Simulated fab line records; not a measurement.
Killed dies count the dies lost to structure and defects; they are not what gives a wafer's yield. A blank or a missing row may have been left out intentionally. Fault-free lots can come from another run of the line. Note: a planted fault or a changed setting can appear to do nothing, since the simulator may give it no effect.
Matching of chambers / flow nandHarc / NHARC_P_M2_STRIP_18 on rieDiel-07 has 4 sister chambers
The step strips in N2/H2. 8 wafers are shown with their chamber, then 7 later ones without.

WAFERS PAIRED WITH THEIR CHAMBERS
wafer=L075.6; chamber=0; showerheadPlenumPTorr (Torr)=2.12; oesProductAu (a.u.)=0.992
wafer=L079.2; chamber=0; showerheadPlenumPTorr (Torr)=2.11; oesProductAu (a.u.)=0.997
wafer=L080.3; chamber=2; showerheadPlenumPTorr (Torr)=2.11; oesProductAu (a.u.)=1.005
wafer=L081.1; chamber=1; showerheadPlenumPTorr (Torr)=2.15; oesProductAu (a.u.)=1.000
wafer=L081.4; chamber=3; showerheadPlenumPTorr (Torr)=1.98; oesProductAu (a.u.)=1.000
wafer=L081.6; chamber=3; showerheadPlenumPTorr (Torr)=1.98; oesProductAu (a.u.)=0.993
wafer=L083.2; chamber=2; showerheadPlenumPTorr (Torr)=2.11; oesProductAu (a.u.)=1.019
wafer=L083.4; chamber=1; showerheadPlenumPTorr (Torr)=2.15; oesProductAu (a.u.)=0.996

WAFERS WITHOUT THEIR CHAMBER
wafer=L083.5; showerheadPlenumPTorr (Torr)=2.11; oesProductAu (a.u.)=1.013
wafer=L094.4; showerheadPlenumPTorr (Torr)=2.14; oesProductAu (a.u.)=0.998
wafer=L094.5; showerheadPlenumPTorr (Torr)=2.10; oesProductAu (a.u.)=0.992
wafer=L094.6; showerheadPlenumPTorr (Torr)=1.98; oesProductAu (a.u.)=0.995
wafer=L096.3; showerheadPlenumPTorr (Torr)=2.11; oesProductAu (a.u.)=0.988
wafer=L096.4; showerheadPlenumPTorr (Torr)=2.14; oesProductAu (a.u.)=1.006
wafer=L096.5; showerheadPlenumPTorr (Torr)=2.14; oesProductAu (a.u.)=0.995

WHICH CHAMBER EACH ONE RAN IN
wafer=L083.5; from the rows above=2; in truth=2
wafer=L094.4; from the rows above=1; in truth=1
wafer=L094.5; from the rows above=can't be placed: 0 or 2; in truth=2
wafer=L094.6; from the rows above=3; in truth=3
wafer=L096.3; from the rows above=0; in truth=0
wafer=L096.4; from the rows above=1; in truth=1
wafer=L096.5; from the rows above=1; in truth=1
Correct placement for 6 of the 7. Can't be placed from these rows: 1 (the true chamber is among the candidates in 1). 0 placed wrongly.
How it was worked out, from the rows above alone: a wafer's distance from a chamber is the root of the sum, over the readings, of the square of ((its reading less the chamber's mean) divided by the reading's scatter). If the next closest chamber is less than 2 further off than the closest, the wafer can't be placed; otherwise it belongs to the closest. Each chamber's mean is taken over the wafers shown for it. How the scatter is found: for the shown wafers, subtract from each reading the mean of its chamber, square and add these, divide the total by (wafers less chambers), then take the root.
